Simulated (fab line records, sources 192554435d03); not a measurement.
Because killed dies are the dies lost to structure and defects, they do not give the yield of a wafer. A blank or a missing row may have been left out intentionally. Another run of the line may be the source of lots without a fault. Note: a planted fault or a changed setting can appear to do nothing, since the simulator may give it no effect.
The tool behind it: which one? ; flow n5 finfet ; 27 wafers from 10 lots sampled at 5 of the route's 1938 steps

WHAT THE GAUGES READ, wafer by wafer
N5_BEOL_M4_RC_MEAS_101. Usual: DIBL_N 36.3 mV/V, standard deviation 1.6; DIBL_P 36.4 mV/V, standard deviation 2.1; IOFF_N 0.16 nA/um, standard deviation 0.032; IOFF_P 0.22 nA/um, standard deviation 0.044; ION_N 675 uA/um, standard deviation 12; ION_P 463 uA/um, standard deviation 8.3; SS_N 71.6 mV/dec, standard deviation 0.64; SS_P 73.3 mV/dec, standard deviation 0.67; VT_N 250 mV, standard deviation 3.3; VT_P -250 mV, standard deviation 3.7.
lot;measured;on;DIBL_N (mV/V);DIBL_P (mV/V);IOFF_N (nA/um);IOFF_P (nA/um);ION_N (uA/um);ION_P (uA/um);SS_N (mV/dec);SS_P (mV/dec);VT_N (mV);VT_P (mV);flag
L510;day 10 05:23;prober-01;33.9 35.8 33.8;34.4 36.6 33.3;0.12 0.16 0.12;0.18 0.21 0.17;664 683 663;454 466 460;70.7 71.1 71.6;72.0 72.7 72.3;254 250 252;-252 -253 -254;
L512;day 9 17:16;prober-01;37.6 35.8 35.0;38.7 35.3 35.0;0.17 0.13 0.12;0.21 0.16 0.16;675 672 666;462 452 455;72.0 71.6 70.9;73.9 72.1 72.7;248 252 252;-250 -256 -255;
L513;day 10 10:26;prober-02;38.8 35.0 36.4;38.2 33.1 35.1;0.18 0.12 0.15;0.23 0.16 0.20;684 666 686;466 455 464;71.7 70.6 71.9;73.9 73.1 73.5;252 256 251;-247 -255 -251;
L518;day 11 15:10;prober-01;38.2 37.8;39.1 37.9;0.18 0.18;0.32 0.31;683 686;477 484;71.7 72.3;73.5 73.8;249 247;-244 -240;
L520;day 12 20:27;prober-01;37.5 38.0;36.6 38.8;0.17 0.20;0.23 0.28;674 689;463 475;71.9 71.8;73.4 73.5;247 246;-249 -247;
L522;day 12 15:33;prober-01;37.1 35.6;37.6 34.2;0.17 0.13;0.23 0.18;692 670;464 453;72.2 71.1;73.9 72.9;248 251;-250 -253;
L524;day 13 12:34;prober-02;35.9 38.0 36.0;34.6 38.2 35.5;0.14 0.19 0.15;0.19 0.24 0.20;661 675 661;454 463 457;72.3 71.3 71.9;73.2 73.5 73.4;251 246 251;-250 -249 -250;
L529;day 14 05:22;prober-02;34.3 34.8 33.7;32.5 33.8 31.3;0.10 0.12 0.09;0.13 0.14 0.12;642 676 651;435 460 442;70.7 71.0 70.2;72.8 73.8 71.9;257 253 258;-258 -256 -259;
L531;day 15 14:51;prober-02;35.6 34.9 36.8;35.1 34.2 35.7;0.12 0.12 0.14;0.18 0.17 0.19;648 672 667;450 464 461;71.4 70.7 70.9;73.4 73.2 72.4;255 254 252;-253 -251 -253;
L533;day 16 21:25;prober-01;35.7 37.1 35.8;34.9 36.6 35.0;0.15 0.17 0.15;0.21 0.23 0.21;665 670 680;459 462 463;71.9 72.6 72.4;72.9 73.0 72.9;250 248 253;-250 -248 -251;

TOOL THAT RAN EACH LOT (tool first, then ch and the chambers of the sampled wafers, then the start)
lot;N5_MOL_CONTACT_COAG_DESCUM_13;N5_MOL_CONTACT_COAG_ANNEAL_113;N5_MOL_CONTACT_COAG_PRE_CLEAN_142;N5_MOL_CONTACT_COAG_ALD_27
L510;rie diel-03 ch 0,1,2, day 4 15:58;rtp anneal-01 ch 0, day 4 20:09;pvd sputter-03, day 4 21:29;ald sin-03 ch 1,2, day 4 22:35
L512;rie diel-06 ch 0,2,3, day 5 09:34;rtp anneal-02 ch 0, day 5 13:26;pvd sputter-02, day 5 15:56;ald sin-01 ch 1,2,3, day 5 17:29
L513;rie diel-06 ch 2,3, day 5 15:50;rtp anneal-02 ch 0, day 5 18:51;pvd sputter-03, day 5 20:13;ald sin-02 ch 0,1,3, day 5 21:17
L518;rie diel-06 ch 1,2, day 6 20:17;rtp anneal-02 ch 0, day 6 23:52;pvd sputter-03, day 7 00:49;ald sin-02 ch 2,3, day 7 01:52
L520;rie diel-02 ch 0,2, day 7 05:44;rtp anneal-01 ch 0, day 7 09:43;pvd sputter-02, day 7 11:46;ald sin-02 ch 1,2, day 7 12:50
L522;rie diel-03 ch 1,3, day 7 16:52;rtp anneal-02 ch 0, day 7 20:43;pvd sputter-01, day 7 23:56;ald sin-02 ch 2,3, day 8 01:26
L524;rie diel-06 ch 0,3, day 8 06:04;rtp anneal-02 ch 0, day 8 08:44;pvd sputter-03, day 8 12:29;ald sin-03 ch 0,1, day 8 14:16
L529;rie diel-02 ch 2,3, day 9 09:14;rtp anneal-01 ch 0, day 9 13:50;pvd sputter-02, day 9 16:13;ald sin-03 ch 1,2, day 9 17:17
L531;rie diel-02 ch 1,2,3, day 9 21:01;rtp anneal-02 ch 0, day 9 23:49;pvd sputter-01, day 10 03:57;ald sin-03 ch 1,2,3, day 10 05:02
L533;rie diel-03 ch 0,1,3, day 10 08:26;rtp anneal-02 ch 0, day 10 12:07;pvd sputter-01, day 10 15:06;ald sin-02 ch 0,2,3, day 10 16:10
- N5_MOL_CONTACT_COAG_DESCUM_13: chemistry O2, time 7 s.
- N5_MOL_CONTACT_COAG_ANNEAL_113: time 300 s.
- N5_MOL_CONTACT_COAG_PRE_CLEAN_142: time 60 s.
- N5_MOL_CONTACT_COAG_ALD_27: deposits SiOC, target thk 17 nm, pulse time 1.5 s, time 2720 s.

WHAT THE TOOLS THEMSELVES READ (means of the sampled wafers that have a number; where no wafer has one, the mark that the record gives instead)
N5_MOL_CONTACT_COAG_DESCUM_13. Usual: drypump motor current A 5.8 A, standard deviation 0.53; o2 flow sccm 225.1 sccm, standard deviation 0.67; oes product au 0.74 a.u., standard deviation 0.072; rf vpp V 243.3 V, standard deviation 1.4; showerhead plenum p Torr 2.10 Torr, standard deviation 0.082; throttle valve pct 20.45 %, standard deviation 0.29.
lot;tool;drypump motor current A (A);o2 flow sccm (sccm);oes product au (a.u.);rf vpp V (V);showerhead plenum p Torr (Torr);throttle valve pct (%);flag
L510;rie diel-03;5.5;225.1;0.75;242.8;2.09;20.52;
L512;rie diel-06;6.3;225.1;0.73;244.8;2.16;20.40;
L513;rie diel-06;6.4;225.3;0.71;244.4;2.17;20.46;
L518;rie diel-06;5.7;225.4;0.70;244.9;2.19;20.55;
L520;rie diel-02;5.7;224.2;0.83;244.4;2.15;20.14;
L522;rie diel-03;6.0;224.8;0.73;243.2;2.09;20.68;
L524;rie diel-06;6.2;225.7;0.73;243.8;2.15;20.38;
L529;rie diel-02;6.0;225.9;0.71;242.2;2.02;20.25;
L531;rie diel-02;5.7;225.0;0.70;242.0;2.04;20.49;
L533;rie diel-03;5.6;224.7;0.79;243.1;2.07;20.50;

N5_MOL_CONTACT_COAG_ANNEAL_113. Usual: lamp power pct 2.58 %, standard deviation 0.074; lamp_zone_5_pct 2.58 %, standard deviation 0.074; wafer_temp_C_max 401.6, standard deviation 0.31.
lot;tool;lamp power pct (%);lamp_zone_5_pct (%);wafer_temp_C_max;flag
L510;rtp anneal-01;2.67;2.67;401.2;
L512;rtp anneal-02;2.51;2.51;401.8;
L513;rtp anneal-02;2.51;2.52;401.3;
L518;rtp anneal-02;2.52;2.51;401.6;
L520;rtp anneal-01;2.67;2.67;401.8;
L522;rtp anneal-02;2.51;2.52;401.4;
L524;rtp anneal-02;2.52;2.52;401.7;
L529;rtp anneal-01;2.66;2.66;401.5;
L531;rtp anneal-02;2.52;2.52;401.8;
L533;rtp anneal-02;2.52;2.52;401.7;

N5_MOL_CONTACT_COAG_PRE_CLEAN_142. Usual: heater power w at 472 W, with a standard deviation of 65.
lot;tool;heater power w (W);flag
L510;pvd sputter-03;500;
L512;pvd sputter-02;455;
L513;pvd sputter-03;490;
L518;pvd sputter-03;521;
L520;pvd sputter-02;550;
L522;pvd sputter-01;470;
L524;pvd sputter-03;426;
L529;pvd sputter-02;476;
L531;pvd sputter-01;427;
L533;pvd sputter-01;444;

N5_MOL_CONTACT_COAG_ALD_27. Usual: heater power w 843 W, standard deviation 74; precursor pulse height rel 1.003, standard deviation 0.019; run length s 2769.7 s, standard deviation 0.71.
lot;tool;heater power w (W);precursor pulse height rel;run length s (s);flag
L510;ald sin-03;913;1.007;2770.1;
L512;ald sin-01;861;0.997;2769.7;
L513;ald sin-02;851;0.988;2769.4;
L518;ald sin-02;857;1.021;2109.3;OFF
L520;ald sin-02;832;1.015;1449.5;OFF
L522;ald sin-02;839;0.996;1449.6;OFF
L524;ald sin-03;778;1.022;2769.6;
L529;ald sin-03;923;1.004;2770.2;
L531;ald sin-03;874;1.028;2770.1;
L533;ald sin-02;826;1.003;2769.5;

THE ANSWER, worked out from the rows above alone
Rule: a lot counts as off when the mean over its wafers that have a number is more than 3 standard deviations away from the usual mean. A lot without any number at a reading at which 4 lots or more have one is off too. All remaining lots with rows at the step are treated as sound. First the gauges in route order, then the tools' own readings, where a lot's mean is used as printed above. The first step at which some lot is off is used, and at that step the reading that is off furthest; a lot without a number counts as furthest.
Off, at N5_MOL_CONTACT_COAG_ALD_27 on run length s: L518, L520, L522.
If a tool, at that step or one of the process steps before it, ran each lot that is off and ran no sound lot following the first of them, it fits. Of those tried, none fits.

WHAT THE SIMULATOR HAD PUT IN
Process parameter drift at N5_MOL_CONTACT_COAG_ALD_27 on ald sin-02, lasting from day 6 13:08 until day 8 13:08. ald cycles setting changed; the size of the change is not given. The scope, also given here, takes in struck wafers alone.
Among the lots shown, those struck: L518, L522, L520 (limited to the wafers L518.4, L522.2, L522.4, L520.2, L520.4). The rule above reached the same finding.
